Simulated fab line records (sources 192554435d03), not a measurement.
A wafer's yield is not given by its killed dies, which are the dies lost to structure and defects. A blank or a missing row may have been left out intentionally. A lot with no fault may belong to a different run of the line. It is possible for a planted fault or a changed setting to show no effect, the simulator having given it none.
fab line records	flow n5-finfet
record: lots: 9	wafers: 26	last-day: 17
route steps=1938 shown BEOL_M2@859 BEOL_M4@1111 PASSIVATION@1936
lots with no fault: from the same line, run without faults
start-h: the number of hours between the record's first day and the start of the first shown wafer of the lot	wait-h: hours elapsed since this lot's preceding step	" same as the row above	L1.1+2: one row covering several wafers at once	- no value, or no start given	* or withheld: withheld	< > ~ a bound
route shown NAME@n: a module of which the file shows steps, and the number in the route of the first	usual: mean/standard deviation taken from wafers without a fault	same: alike in all rows	chamber/n: place in a boat	sites: the reading at each site	_std_site: standard deviation across them	_edge_site: the outer-site mean with the inner-site mean subtracted	radius-mm: for every site, how far away it sits from the centre of the wafer	mask NAME#n: copy n	behind: tool/chamber where the wafer was last shaped	hold: what put the lot on hold/how long, in hours/how the hold closed	device: the n, p or np transistor that did not switch	end of line: tests run on the same wafers once the route is complete	step lacking rows: just its recipe	killed: the dies lost at the first sort to structure and to defects; this is not the yield of the wafer	map: shows each die of a wafer: x if killed, . if not, _ if none is there
set.NAME: the setting that was run; set.NAME@STEP: the one run at that earlier step	model.NAME: the simulator's own value behind a step, which no gauge read
a sample of lots followed through the steps of the route, with each step as a table and each wafer as a row
services: the hour from which a tool's chamber was out of use, counted from the record's first day as start-h (under 0 if before that day), plus the number of hours and why
== steps ==
step: N5_BEOL_M2_ETCH_63
recipe: chemistry: CF4	target: SiARC	target-depth-a: 156	mask-material: CAR-EUV	time-s: 26	ion-energy-ev: 80	pressure-mtorr: 40	source-w: 545	bias-w: 36	Ar_flow_sccm: 100	cf4-flow-sccm: 100	ends: cleared
usual: drypump-motor-current-A: 5.5/0.49	etch-rf-on-time-s: 26.0/0.68	oes-product-au: 0.67/0.054	rf-vpp-V: 184.6/1.1	showerhead-plenum-p-Torr: 2.18/0.064	throttle-valve-pct: 15.68/0.18
lot.wafer	tool	chamber	start-h	wait-h	drypump-motor-current-A	etch-rf-on-time-s	oes-product-au	rf-hours-counter-h	rf-vpp-V	showerhead-plenum-p-Torr	throttle-valve-pct
L819.1	rie-diel-01	0	152.71	0.0	6.4	26.4	0.69	91	184.2	2.16	15.40
L819.3	"	1	"	"	5.2	25.6	0.74	39	185.2	2.17	15.43
L819.6	"	2	"	"	4.9	25.9	0.63	-	184.9	2.22	15.87
L818.2	rie-diel-01	3	158.20	0.0	5.3	26.0	0.62	180	185.2	2.23	15.68
L818.4	"	0	"	"	6.4	26.5	0.69	92	182.8	2.16	15.39
L818.6	"	2	"	"	4.9	25.8	0.63	-	185.2	2.22	15.88
L823.1	rie-diel-01	1	180.92	0.0	5.2	25.9	0.73	50	183.5	2.16	15.44
L823.3	"	0	"	"	6.4	26.8	0.68	99	182.9	2.15	15.41
L823.6	"	1	"	"	5.2	26.0	0.72	-	185.2	2.16	15.46
L825.1	rie-diel-01	0	184.17	0.0	6.4	26.7	0.68	100	184.8	2.15	15.42
L825.2	"	2	"	"	4.9	25.8	0.63	181	185.6	2.21	15.90
L825.4	"	3	"	"	5.3	26.5	0.61	190	184.1	2.22	15.70
L826.1	rie-diel-03	3	188.08	0.0	6.4	25.4	0.60	240	182.1	2.05	16.02
L826.2	"	1	"	"	5.2	26.2	0.68	118	186.0	2.15	15.58
L826.4	"	2	"	"	5.3	26.4	0.65	123	184.1	2.16	15.96
L829.1	rie-diel-05	3	212.60	0.0	4.6	27.1	0.70	76	184.2	2.26	15.72
L829.3	"	1	"	"	5.7	25.1	0.73	83	182.3	2.07	15.50
L829.6	"	0	"	"	6.1	26.8	0.69	-	183.5	2.07	15.75
L830.1	rie-diel-01	3	221.05	0.0	5.3	25.8	0.60	203	185.4	2.22	15.73
L830.3	"	2	"	"	5.0	25.6	0.62	195	184.5	2.21	15.94
L830.6	"	2	"	"	4.9	26.0	0.61	-	186.3	2.21	15.94
L833.1	rie-diel-01	1	235.67	0.0	5.2	26.1	0.70	70	183.4	2.16	15.49
L833.5	"	2	"	"	5.0	26.2	0.60	-	186.0	2.21	15.94
L832.2	rie-diel-01	1	235.90	0.0	5.2	25.8	0.71	70	184.1	2.16	15.47
L832.3	"	3	"	"	5.3	25.8	0.60	208	184.8	2.22	15.74
L832.4	"	2	"	"	5.0	25.7	0.61	200	186.3	2.21	15.95
step: N5_BEOL_M2_OVL_MEAS_29
recipe: points-per-wafer: 522
usual: V1_OVL: 0.0/0.61
lot.wafer	tool	chamber	start-h	wait-h	V1_OVL[nm]
L819.1	overlay-02	0	153.44	0.0	0.5
L819.3	"	0	"	"	-0.6
L819.6	"	0	"	"	0.4
L818.2	overlay-02	0	159.08	0.0	0.1
L818.4	"	0	"	"	0.1
L818.6	"	0	"	"	0.2
L823.1	overlay-01	0	181.78	0.0	0.0
L823.3	"	0	"	"	-0.9
L823.6	"	0	"	"	0.3
L825.1	overlay-01	0	185.09	0.0	-1.1
L825.2	"	0	"	"	-0.2
L825.4	"	0	"	"	-0.2
L826.1	overlay-02	0	188.81	0.0	0.3
L826.2	"	0	"	"	0.8
L826.4	"	0	"	"	0.6
L829.1	overlay-02	0	213.34	0.0	0.3
L829.3	"	0	"	"	0.0
L829.6	"	0	"	"	-0.6
L830.1	overlay-02	0	221.87	0.0	0.2
L830.3	"	0	"	"	-0.1
L830.6	"	0	"	"	0.2
L833.1	overlay-02	0	236.50	0.0	1.7
L833.5	"	0	"	"	-0.3
L832.2	overlay-01	0	236.66	0.0	-0.1
L832.3	"	0	"	"	0.5
L832.4	"	0	"	"	0.2
step: N5_BEOL_M2_DESCUM_33
recipe: chemistry: O2	time-s: 7	source-power-w: 50	bias-power-w: 20	pressure-mtorr: 20	rf-frequency-hz: 2.712e+07	temp-c: 40	resist: CAR-EUV	o2-flow-sccm: 225
usual: drypump-motor-current-A: 5.5/0.48	oes-product-au: 0.79/0.065	rf-vpp-V: 243.6/1.4	showerhead-plenum-p-Torr: 2.13/0.068	throttle-valve-pct: 20.56/0.19
lot.wafer	tool	chamber	start-h	wait-h	drypump-motor-current-A	oes-product-au	rf-hours-counter-h	rf-vpp-V	showerhead-plenum-p-Torr	throttle-valve-pct
L819.1	rie-diel-05	3	153.53	0.0	4.6	0.85	53	243.5	2.22	20.52
L819.3	"	2	"	"	5.6	0.89	38	245.7	2.22	20.36
L819.6	"	3	"	"	4.6	0.85	-	245.0	2.22	20.50
L818.2	rie-diel-05	2	159.16	0.0	5.6	0.91	40	245.2	2.22	20.37
L818.4	"	3	"	"	4.7	0.85	-	245.5	2.22	20.53
L818.6	"	2	"	"	5.6	0.90	-	245.0	2.22	20.37
L823.1	rie-diel-05	3	182.05	0.2	4.6	0.83	66	245.6	2.22	20.55
L823.3	"	0	"	"	6.2	0.83	78	242.8	2.05	20.77
L823.6	"	3	"	"	4.6	0.83	-	243.5	2.22	20.54
L825.1	rie-diel-05	1	185.19	0.0	5.6	0.85	73	243.2	2.04	20.42
L825.2	"	3	"	"	4.6	0.84	68	245.0	2.22	20.53
L825.4	"	0	"	"	6.2	0.84	79	242.6	2.05	20.77
L826.1	rie-diel-03	0	189.03	0.2	5.7	0.75	147	244.4	2.18	20.45
L826.2	"	1	"	"	5.3	0.80	118	241.8	2.12	20.51
L826.4	"	3	"	"	6.3	0.68	240	241.9	1.99	20.82
L829.1	rie-diel-03	3	213.43	0.0	6.3	0.67	248	240.7	1.99	20.82
L829.3	"	1	"	"	5.3	0.79	126	244.1	2.11	20.53
L829.6	"	3	"	"	6.3	0.68	-	238.7	1.99	20.84
L830.1	rie-diel-01	3	221.97	0.0	5.3	0.70	204	242.3	2.15	20.34
L830.3	"	2	"	"	5.0	0.71	195	244.5	2.18	20.81
L830.6	"	2	"	"	5.0	0.71	-	243.9	2.18	20.81
L833.1	rie-diel-01	1	236.59	0.0	5.2	0.84	70	243.0	2.14	20.52
L833.5	"	3	"	"	5.3	0.70	-	243.9	2.15	20.33
L832.2	rie-diel-05	0	236.75	0.0	6.2	0.81	96	242.1	2.04	20.80
L832.3	"	3	"	"	4.6	0.82	84	244.6	2.21	20.57
L832.4	"	2	"	"	5.6	0.86	68	244.1	2.21	20.40
step: N5_BEOL_M2_ALD_98
recipe: material: SiO2	target-thk-a: 25	temp-c: 100	ald-precursor-family: BDEAS	ald-co-reactant: O2-plasma	pulse-time-s: 1	co-reactant-pulse-time-s: 1	purge-time-s: 2	co-reactant-purge-time-s: 2	ald-cycles: 17	pressure-torr: 2
usual: ald-cycles: 17/0	heater-power-w: 79/8.3	precursor-pulse-height-rel: 1.004/0.019
lot.wafer	tool	chamber	start-h	wait-h	ald-cycles	heater-power-w	precursor-pulse-height-rel
L819.1	ald-sin-04	3	154.12	0.5	17	87	0.986
L819.3	"	1	"	"	17	79	1.023
L819.6	"	3	"	"	17	87	1.002
L818.2	ald-sin-04	3	159.30	0.1	17	86	1.001
L818.4	"	1	"	"	17	75	1.011
L818.6	"	1	"	"	17	80	0.969
L823.1	ald-sin-03	1	182.19	0.1	17	74	1.016
L823.3	"	3	"	"	17	77	0.998
L823.6	"	3	"	"	17	76	1.026
L825.1	ald-sin-04	1	186.02	0.7	17	78	1.006
L825.2	"	2	"	"	17	95	1.000
L825.4	"	0	"	"	17	90	0.973
L826.1	ald-sin-03	1	189.20	0.1	17	74	1.050
L826.2	"	2	"	"	17	68	0.993
L826.4	"	3	"	"	17	76	1.016
L829.1	ald-sin-04	1	214.46	0.9	17	82	1.005
L829.3	"	3	"	"	17	87	1.031
L829.6	"	0	"	"	17	91	1.028
L830.1	ald-sin-01	2	222.10	0.1	17	67	1.035
L830.3	"	1	"	"	17	81	1.000
L830.6	"	0	"	"	17	73	0.990
L833.1	ald-sin-04	0	236.85	0.2	16	87	0.994
L833.5	"	2	"	"	17	97	1.021
L832.2	ald-sin-04	3	236.95	0.1	16	87	1.006
L832.3	"	2	"	"	17	98	0.988
L832.4	"	0	"	"	17	87	1.035
step: N5_BEOL_M4_RC_MEAS_101
usual: DIBL_N: 37.1/1.8	DIBL_P: 37.2/2.1	IOFF_N: 0.17/0.033	IOFF_P: 0.22/0.037	ION_N: 680/11	ION_P: 464/7.7	SS_N: 71.7/0.63	SS_P: 73.6/0.67	VT_N: 248.9/2.9	VT_P: -251/3.6
lot.wafer	tool	chamber	start-h	wait-h	DIBL_N[mV/V]	DIBL_P[mV/V]	IOFF_N[nA/um]	IOFF_P[nA/um]	ION_N[uA/um]	ION_P[uA/um]	SS_N[mV/dec]	SS_P[mV/dec]	VT_N[mV]	VT_P[mV]
L819.1	prober-01	0	187.64	0.0	37.7	39.0	0.21	0.24	684	467	72.2	74.0	244.9	-249
L819.3	"	0	"	"	32.4	32.8	0.11	0.15	666	458	70.6	72.1	253.1	-256
L819.6	"	0	"	"	36.1	37.3	0.18	0.21	682	465	71.9	73.8	246.9	-250
L818.2	prober-02	0	193.68	0.2	37.2	37.9	0.19	0.27	674	466	71.7	73.9	244.5	-245
L818.4	"	0	"	"	34.4	34.7	0.15	0.20	675	464	72.2	72.8	250.0	-248
L818.6	"	0	"	"	36.1	36.9	0.16	0.24	679	473	72.1	74.3	250.0	-245
L823.1	prober-02	0	211.27	0.0	36.6	35.3	0.14	0.16	663	449	72.0	72.9	253.8	-254
L823.3	"	0	"	"	37.9	38.5	0.18	0.22	684	464	72.4	74.1	248.7	-253
L823.6	"	0	"	"	38.8	38.1	0.19	0.21	681	463	71.7	74.2	249.6	-253
L825.1	prober-01	0	219.82	0.0	37.7	37.9	0.15	0.19	665	458	71.3	74.0	251.8	-255
L825.2	"	0	"	"	37.6	37.6	0.16	0.18	673	454	71.9	72.9	252.4	-257
L825.4	"	0	"	"	34.5	35.4	0.11	0.15	655	452	70.6	73.1	255.9	-258
L826.1	prober-01	0	235.29	0.0	35.6	35.8	0.15	0.20	675	466	71.2	73.9	249.1	-251
L826.2	"	0	"	"	38.3	37.0	0.19	0.23	691	470	71.7	73.9	249.9	-249
L826.4	"	0	"	"	34.8	34.9	0.14	0.19	678	464	70.5	72.2	250.8	-254
L829.1	prober-02	0	259.07	0.0	39.2	40.1	0.20	0.23	673	452	72.7	74.4	249.5	-252
L829.3	"	0	"	"	37.0	38.1	0.16	0.19	679	458	71.3	74.2	249.1	-253
L829.6	"	0	"	"	38.2	39.8	0.20	0.23	686	465	72.0	74.5	248.2	-250
L833.1	prober-01	0	281.43	0.0	39.9	40.1	0.23	0.24	699	466	72.2	73.9	243.1	-252
L833.5	"	0	"	"	36.9	36.5	0.15	0.17	674	457	72.1	73.3	249.0	-257
L832.2	prober-02	0	281.90	0.2	38.3	39.1	0.20	0.21	682	458	72.4	73.3	247.9	-251
L832.3	"	0	"	"	40.4	40.5	0.23	0.25	686	463	72.7	74.5	246.6	-248
L832.4	"	0	"	"	36.9	39.4	0.18	0.22	683	467	71.5	73.8	246.6	-250
L830.1	prober-02	0	283.62	0.0	38.4	37.8	0.18	0.22	676	461	70.8	73.7	247.8	-251
L830.3	"	0	"	"	40.1	40.3	0.21	0.27	688	474	71.5	74.3	247.0	-247
L830.6	"	0	"	"	35.5	35.3	0.12	0.19	671	467	70.7	73.8	252.9	-252
step: N5_PASSIVATION_PROBE_49
usual: defect-limited-yield: 91.7/1.5	killed_at_M0_to_M3: 32/10	killed_at_M4_up: 14/5.3	killed-at-contacts: 13/5.7	killed-at-front-end: 37/10	killed-at-other: 3.3/2.5	killed-dies: 98/18	killed-open: 65/13	killed-short: 31/7.5	sort_bin_5_function: 4.9/0.91	sort_bin_6_memory: 3.1/0.71	sort-n-pass: 1082/18	sort-yield-pct: 91.7/1.5
same: gross-dies: 1180	killed-at-back-side: 0	sort_bin_4_leakage[%]: 0	sort_bin_8_speed[%]: 0
lot.wafer	tool	chamber	start-h	wait-h	defect-limited-yield[%]	killed_at_M0_to_M3	killed_at_M4_up	killed-at-contacts	killed-at-front-end	killed-at-other	killed-dies	killed-open	killed-short	sort_bin_5_function[%]	sort_bin_6_memory[%]	sort-n-pass	sort-yield-pct[%]
L819.1	prober-02	-	289.12	0.0	91.4	40	14	6	39	3	102	67	33	4.7	3.6	1078	91.4
L819.3	prober-02	-	289.22	0.1	91.8	24	8	24	39	2	97	65	29	5.3	2.8	1083	91.8
L819.6	prober-02	-	289.37	0.3	92.4	31	13	14	31	1	90	72	18	5.1	2.3	1090	92.4
L818.2	prober-02	-	301.95	0.1	94.3	15	19	6	25	2	67	44	22	3.2	2.4	1113	94.3
L818.4	prober-02	-	302.05	0.2	92.2	17	14	4	46	11	92	68	23	4.7	3.0	1088	92.2
L818.6	prober-02	-	302.15	0.3	92.5	21	14	12	38	4	89	59	30	4.5	2.9	1091	92.5
L823.1	prober-02	-	327.90	0.0	91.0	21	17	20	45	3	106	70	35	5.5	3.1	1074	91.0
L823.3	prober-02	-	328.00	0.1	91.4	20	24	10	43	5	102	70	28	3.9	4.3	1078	91.4
L823.6	prober-02	-	328.15	0.3	92.3	20	14	18	36	3	91	58	31	4.4	3.1	1089	92.3
L825.1	prober-01	-	332.95	0.0	92.3	32	10	10	39	0	91	60	30	4.8	2.5	1089	92.3
L825.2	prober-01	-	333.00	0.1	91.5	31	12	9	48	0	100	59	41	5.4	2.7	1080	91.5
L825.4	prober-01	-	333.10	0.2	93.0	27	9	6	39	2	83	43	39	3.5	3.3	1097	93.0
L826.1	prober-01	-	342.09	0.0	91.5	23	8	14	50	5	100	52	47	4.8	3.1	1080	91.5
L826.2	prober-01	-	342.14	0.1	89.8	38	14	13	53	2	120	71	47	6.1	3.6	1060	89.8
L826.4	prober-01	-	342.24	0.2	92.2	27	10	10	43	2	92	65	27	5.2	2.4	1088	92.2
L829.1	prober-02	-	360.48	0.0	88.8	39	16	22	51	4	132	79	46	6.4	3.7	1048	88.8
L829.3	prober-02	-	360.58	0.1	90.4	38	15	14	45	1	113	76	32	5.8	3.4	1067	90.4
L829.6	prober-02	-	360.73	0.3	91.8	37	14	19	24	3	97	66	29	4.8	3.2	1083	91.8
L830.1	prober-02	-	377.27	0.0	91.4	36	12	12	36	6	102	70	32	5.0	3.6	1078	91.4
L830.3	prober-02	-	377.37	0.1	89.3	51	12	23	39	1	126	82	44	5.8	4.3	1054	89.3
L830.6	prober-02	-	377.52	0.3	91.4	48	9	8	34	3	102	65	37	5.7	2.9	1078	91.4
L832.2	prober-01	-	386.60	0.1	91.1	47	18	6	32	2	105	63	40	4.2	4.3	1075	91.1
L832.3	prober-01	-	386.65	0.1	91.1	45	14	9	32	5	105	64	36	5.9	2.5	1075	91.1
L832.4	prober-01	-	386.70	0.2	94.6	23	13	4	22	2	64	40	20	2.7	2.4	1116	94.6
L833.1	prober-01	-	397.50	0.0	91.1	34	7	27	30	7	105	75	29	5.6	3.1	1075	91.1
L833.5	prober-01	-	397.70	0.2	89.7	46	8	12	55	1	122	88	32	6.1	4.0	1058	89.7
killed by level:class
L819.1 STI_FIN_REVEAL:geometric-particle:open=12 FIN_SAQP:geometric-particle:short=7 BEOL_M3:geometric-particle:open=7 MOL_CONTACT_COAG:geometric-particle:open=6 BEOL_M0_SAQP:geometric-particle:open=6 BEOL_M2:geometric-particle:open=6 BEOL_M0_SAQP:geometric-particle:short=5 BEOL_M0:geometric-particle:open=5
L819.3 MOL_CONTACT_COAG:geometric-particle:open=20 STI_FIN_REVEAL:geometric-particle:open=11 FIN_SAQP:geometric-particle:short=6 DUMMY_GATE:geometric-particle:open=5 BEOL_M0_SAQP:geometric-particle:short=5 BEOL_M1:geometric-particle:open=5 BEOL_M2:geometric-particle:open=5 FIN_SAQP:geometric-particle:open=4
L819.6 BEOL_M2:geometric-particle:open=12 STI_FIN_REVEAL:geometric-particle:open=11 MOL_CONTACT_COAG:geometric-particle:open=10 DUMMY_GATE:geometric-particle:open=8 BEOL_M0_SAQP:geometric-particle:open=7 BEOL_M0_SAQP:geometric-particle:short=5 FIN_SAQP:geometric-particle:short=4 MOL_CONTACT_COAG:geometric-particle:short=4
L818.2 BEOL_M5:geometric-particle:open=9 STI_FIN_REVEAL:geometric-particle:open=8 GATE_CUT:geometric-particle:short=6 BEOL_M0_SAQP:geometric-particle:short=6 GATE_CUT:geometric-particle:open=5 MOL_CONTACT_COAG:geometric-particle:open=4 BEOL_M3:geometric-particle:open=4 DUMMY_GATE:geometric-particle:open=3
L818.4 STI_FIN_REVEAL:geometric-particle:open=20 DUMMY_GATE:geometric-particle:open=5 BEOL_M4:geometric-particle:open=5 MIM_TOP:geometric-particle:open=4 MOL_CONTACT_COAG:geometric-particle:open=4 BEOL_M0_SAQP:geometric-particle:short=4 BEOL_M3:geometric-particle:open=4 MIM_TOP:geometric-particle:short=4
L818.6 MOL_CONTACT_COAG:geometric-particle:open=12 GATE_CUT:geometric-particle:short=9 BEOL_M0_SAQP:geometric-particle:short=8 STI_FIN_REVEAL:geometric-particle:open=6 BEOL_M4:geometric-particle:open=6 STARTING-WAFER:geometric-particle:open=6 FIN_SAQP:geometric-particle:short=5 FIN_SAQP:geometric-particle:open=4
L823.1 MOL_CONTACT_COAG:geometric-particle:open=14 GATE_CUT:geometric-particle:short=11 DUMMY_GATE:geometric-particle:open=11 FIN_SAQP:geometric-particle:open=7 MOL_CONTACT_COAG:geometric-particle:short=6 BEOL_M4:geometric-particle:open=6 BEOL_M2:geometric-particle:open=5 BEOL_M0_SAQP:geometric-particle:open=4
L823.3 BEOL_M4:geometric-particle:open=16 DUMMY_GATE:geometric-particle:open=10 MOL_CONTACT_COAG:geometric-particle:open=8 BEOL_M2:geometric-particle:open=8 FIN_SAQP:geometric-particle:short=6 BEOL_M0_SAQP:geometric-particle:open=6 GATE_CUT:geometric-particle:short=5 FIN_SAQP:geometric-particle:open=4
L823.6 MOL_CONTACT_COAG:geometric-particle:open=17 BEOL_M4:geometric-particle:open=8 FIN_SAQP:geometric-particle:short=7 GATE_CUT:geometric-particle:short=7 BEOL_M2:geometric-particle:open=7 BEOL_M0_SAQP:geometric-particle:open=5 STI_FIN_REVEAL:geometric-particle:open=5 FIN_SAQP:geometric-particle:open=4
L825.1 FIN_SAQP:geometric-particle:short=13 BEOL_M3:geometric-particle:open=9 STI_FIN_REVEAL:geometric-particle:open=8 MOL_CONTACT_COAG:geometric-particle:open=8 BEOL_M1:geometric-particle:open=7 FIN_SAQP:geometric-particle:open=5 BEOL_M0_SAQP:geometric-particle:open=4 BEOL_M0_SAQP:geometric-particle:short=4
L825.2 FIN_SAQP:geometric-particle:short=17 STI_FIN_REVEAL:geometric-particle:open=10 BEOL_M0_SAQP:geometric-particle:short=9 FIN_SAQP:geometric-particle:open=8 BEOL_M0_SAQP:geometric-particle:open=8 MOL_CONTACT_COAG:geometric-particle:open=7 BEOL_M2:geometric-particle:open=7 BEOL_M4:geometric-particle:open=5
L825.4 FIN_SAQP:geometric-particle:short=10 STI_FIN_REVEAL:geometric-particle:open=9 MOL_CONTACT_COAG:geometric-particle:open=6 BEOL_M0_SAQP:geometric-particle:short=6 GATE_CUT:geometric-particle:short=4 STARTING-WAFER:geometric-particle:short=4 FIN_SAQP:geometric-particle:open=3 BEOL_M0_SAQP:geometric-particle:open=3
L826.1 FIN_SAQP:geometric-particle:short=12 MOL_CONTACT_COAG:geometric-particle:open=12 FIN_SAQP:geometric-particle:open=7 DUMMY_GATE:geometric-particle:open=7 STARTING-WAFER:geometric-particle:short=7 STI_FIN_REVEAL:geometric-particle:open=6 BEOL_M0_SAQP:geometric-particle:short=6 BEOL_M3:geometric-particle:short=5
L826.2 FIN_SAQP:geometric-particle:short=22 MOL_CONTACT_COAG:geometric-particle:open=12 BEOL_M0_SAQP:geometric-particle:open=10 BEOL_M0_SAQP:geometric-particle:short=9 FIN_SAQP:geometric-particle:open=7 STI_FIN_REVEAL:geometric-particle:open=6 BEOL_M1:geometric-particle:open=6 BEOL_M6:geometric-particle:open=6
L826.4 STI_FIN_REVEAL:geometric-particle:open=14 FIN_SAQP:geometric-particle:short=10 MOL_CONTACT_COAG:geometric-particle:open=10 FIN_SAQP:geometric-particle:open=6 BEOL_M0_SAQP:geometric-particle:short=6 BEOL_M0_SAQP:geometric-particle:open=6 BEOL_M1:geometric-particle:open=6 BEOL_M2:geometric-particle:open=3
L829.1 FIN_SAQP:geometric-particle:open=15 MOL_CONTACT_COAG:geometric-particle:open=13 MOL_CONTACT_COAG:geometric-particle:short=9 FIN_SAQP:geometric-particle:short=8 BEOL_M0_SAQP:geometric-particle:short=8 BEOL_M1:geometric-particle:open=7 BEOL_M0_SAQP:geometric-particle:open=5 BEOL_M0:geometric-particle:open=4
L829.3 BEOL_M1:geometric-particle:open=14 FIN_SAQP:geometric-particle:open=12 MOL_CONTACT_COAG:geometric-particle:open=12 BEOL_M0_SAQP:geometric-particle:short=7 BEOL_M4:geometric-particle:open=7 DUMMY_GATE:geometric-particle:open=6 BEOL_M0_SAQP:geometric-particle:open=5 BEOL_M1:geometric-particle:short=5
L829.6 MOL_CONTACT_COAG:geometric-particle:open=15 BEOL_M0_SAQP:geometric-particle:open=11 BEOL_M1:geometric-particle:open=10 FIN_SAQP:geometric-particle:open=7 BEOL_M0_SAQP:geometric-particle:short=7 FIN_SAQP:geometric-particle:short=5 BEOL_M4:geometric-particle:open=5 STI_FIN_REVEAL:geometric-particle:open=4
L830.1 FIN_SAQP:geometric-particle:short=11 MOL_CONTACT_COAG:geometric-particle:open=10 BEOL_M2:geometric-particle:open=8 FIN_SAQP:geometric-particle:open=7 BEOL_M3:geometric-particle:open=7 BEOL_M0_SAQP:geometric-particle:short=7 BEOL_M0_SAQP:geometric-particle:open=6 STI_FIN_REVEAL:geometric-particle:open=4
L830.3 MOL_CONTACT_COAG:geometric-particle:open=20 BEOL_M0_SAQP:geometric-particle:open=15 BEOL_M0_SAQP:geometric-particle:short=15 FIN_SAQP:geometric-particle:short=10 FIN_SAQP:geometric-particle:open=9 BEOL_M2:geometric-particle:open=8 ILD0:geometric-particle:open=5 BEOL_M1:geometric-particle:open=5
L830.6 BEOL_M2:geometric-particle:open=13 FIN_SAQP:geometric-particle:open=12 BEOL_M0_SAQP:geometric-particle:short=9 FIN_SAQP:geometric-particle:short=7 BEOL_M3:geometric-particle:open=7 MOL_CONTACT_COAG:geometric-particle:open=6 BEOL_M1:geometric-particle:open=6 BEOL_M0_SAQP:geometric-particle:open=5
L832.2 BEOL_M0_SAQP:geometric-particle:short=16 BEOL_M0_SAQP:geometric-particle:open=11 BEOL_M1:geometric-particle:open=6 BEOL_M3:geometric-particle:open=6 BEOL_M8:geometric-particle:open=6 FIN_SAQP:geometric-particle:open=5 MOL_CONTACT_COAG:geometric-particle:open=5 FIN_SAQP:geometric-particle:short=4
L832.3 BEOL_M2:geometric-particle:open=12 BEOL_M0_SAQP:geometric-particle:short=8 MOL_CONTACT_COAG:geometric-particle:open=8 FIN_SAQP:geometric-particle:short=7 DUMMY_GATE:geometric-particle:open=6 BEOL_M0_SAQP:geometric-particle:open=6 BEOL_M1:geometric-particle:open=5 GATE_CUT:geometric-particle:short=4
L832.4 FIN_SAQP:geometric-particle:open=5 BEOL_M0_SAQP:geometric-particle:open=5 FIN_SAQP:geometric-particle:short=4 MOL_CONTACT_COAG:geometric-particle:open=4 BEOL_M0_SAQP:geometric-particle:short=4 BEOL_M1:geometric-particle:open=3 BEOL_M2:geometric-particle:open=3 BEOL_M4:geometric-particle:open=3
L833.1 MOL_CONTACT_COAG:geometric-particle:open=22 STI_FIN_REVEAL:geometric-particle:open=8 BEOL_M1:geometric-particle:open=7 BEOL_M3:geometric-particle:open=7 FIN_SAQP:geometric-particle:short=5 BEOL_M0_SAQP:geometric-particle:open=5 BEOL_M0_SAQP:geometric-particle:short=5 BEOL_M2:geometric-particle:open=5
L833.5 FIN_SAQP:geometric-particle:open=22 STI_FIN_REVEAL:geometric-particle:open=13 BEOL_M3:geometric-particle:open=11 MOL_CONTACT_COAG:geometric-particle:open=10 BEOL_M0_SAQP:geometric-particle:open=10 BEOL_M0_SAQP:geometric-particle:short=9 FIN_SAQP:geometric-particle:short=7 BEOL_M3:geometric-particle:short=6
== services ==
tool	chamber	start-h	hours	kind
rie-diel-01	-	135.57	0.8	repair
rie-diel-05	1	148.75	2.2	repair
rie-diel-05	0	152.80	25.5	repair
rie-diel-05	1	160.48	5.4	repair
rie-diel-01	0	168.70	6.0	repair
ald-sin-01	-	178.19	14.0	pm
ald-sin-01	0	178.19	14.0	vent-cycle
ald-sin-01	1	178.19	14.0	vent-cycle
ald-sin-01	2	178.19	14.0	vent-cycle
ald-sin-01	3	178.19	14.0	vent-cycle
ald-sin-01	0	192.19	-	clean
ald-sin-01	1	192.19	-	clean
ald-sin-01	2	192.19	-	clean
ald-sin-01	3	192.19	-	clean
ald-sin-03	-	202.41	6.0	pm
ald-sin-03	-	213.12	1.4	repair
rie-diel-03	3	216.77	-	clean
rie-diel-03	3	216.77	-	consumable-replace:focus-ring
rie-diel-03	3	216.77	-	consumable-replace:showerhead
rie-diel-03	3	216.77	18.6	scheduled-down
rie-diel-03	3	216.77	18.6	vent-cycle
ald-sin-04	0	216.77	4.9	repair
rie-diel-01	0	228.17	6.0	repair
== key ==
first-sign: step: N5_BEOL_M2_ALD_98	reading: ald-cycles	direction: down	sigmas: 99+	usual: *	struck: *
effect none on later readings
met-at N5_BEOL_M2_ALD_98
struck-lots L832,L833
struck-wafers L832.2,L833.1
not-acting-at N5_BEOL_M2_ETCH_63,N5_BEOL_M2_OVL_MEAS_29,N5_BEOL_M2_DESCUM_33
fault: kind: process-parameter-drift	tool: ald-sin-04	chamber: -	onset-h: 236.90	steps: N5_BEOL_M2_ALD_98	channel: ald-cycles	offset: *	shape: step	end-h: 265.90	scope: struck-wafers-only	acts-in: *	stated: *
